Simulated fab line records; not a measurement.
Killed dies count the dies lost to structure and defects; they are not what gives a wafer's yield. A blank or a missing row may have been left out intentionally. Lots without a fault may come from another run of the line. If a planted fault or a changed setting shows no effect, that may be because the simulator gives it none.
Chamber matching ; flow nandHarc ; 4 sister chambers for NHARC_A_BLC_ALD_23 on aldMetal-03
The step deposits TiN, target thk 3 nm, pulse time 1 s, ald cycles 150. 30 wafers are shown with their chamber, then 12 later ones without.

## WAFERS WITH THEIR CHAMBER
wafer;chamber;heaterPowerW (W);precursorPulseHeightRel
L078.2;3;1064;0.990
L078.3;0;938;0.998
L078.5;0;948;1.004
L078.1;2;1095;1.040
L078.4;1;877;1.004
L078.6;1;875;1.022
L080.1;3;1029;0.986
L080.2;2;1110;0.964
L080.6;1;896;1.017
L079.1;3;1017;0.958
L079.4;2;1068;1.019
L079.6;1;884;1.014
L081.1;0;943;0.972
L081.2;2;1106;0.984
L081.3;1;879;0.965
L081.4;3;1078;1.006
L081.5;3;1050;1.009
L081.6;2;1078;0.999
L083.1;3;1018;0.976
L083.5;0;950;0.992
L083.6;3;1071;1.016
L085.2;2;1090;0.985
L085.4;0;936;0.991
L085.6;2;1110;1.003
L085.1;1;865;0.990
L085.3;3;1056;1.002
L085.5;3;1057;0.989
L084.1;3;1046;0.999
L084.5;1;889;0.967
L084.6;0;953;1.007

SIGNATURES (means of the wafers above)
reading;chamber 0;chamber 1;chamber 2;chamber 3;scatter within a chamber
heaterPowerW;944.67;880.71;1093.86;1048.60;15.8
precursorPulseHeightRel;0.99400;0.99700;0.99914;0.99310;0.0201
Rule: a wafer's distance from a chamber is the root of the sum, over the readings, of the square of ((its reading less the chamber's mean) divided by the reading's scatter). The wafer belongs to the nearest chamber; if the next one is less than 2 further off, it can't be placed. The scatter: take each reading less its chamber's mean, square it, sum over the shown wafers, divide by the number of wafers less the number of chambers, and take the root.

## WAFERS WHOSE CHAMBER IS MISSING
wafer;heaterPowerW (W);precursorPulseHeightRel
L090.2;925;0.982
L090.4;904;1.009
L090.5;972;1.001
L093.3;911;0.983
L093.4;1033;1.018
L093.6;916;0.989
L093.1;839;0.987
L093.2;1056;1.013
L093.5;1041;1.010
L096.1;1042;0.991
L096.3;819;1.019
L096.5;1057;1.005

## EACH ONE'S CHAMBER
wafer;from the rows above;in truth
L090.2;can't be placed: 0 or 1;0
L090.4;can't be placed: 1 or 0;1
L090.5;0;0
L093.3;can't be placed: 1 or 0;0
L093.4;3;3
L093.6;can't be placed: 0 or 1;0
L093.1;1;1
L093.2;can't be placed: 3 or 2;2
L093.5;3;3
L096.1;3;3
L096.3;1;1
L096.5;can't be placed: 3 or 2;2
Correct placement for 6 of the 12. These rows do not allow placing 6 (true chamber among the candidates in 6). Wrongly placed: 0.
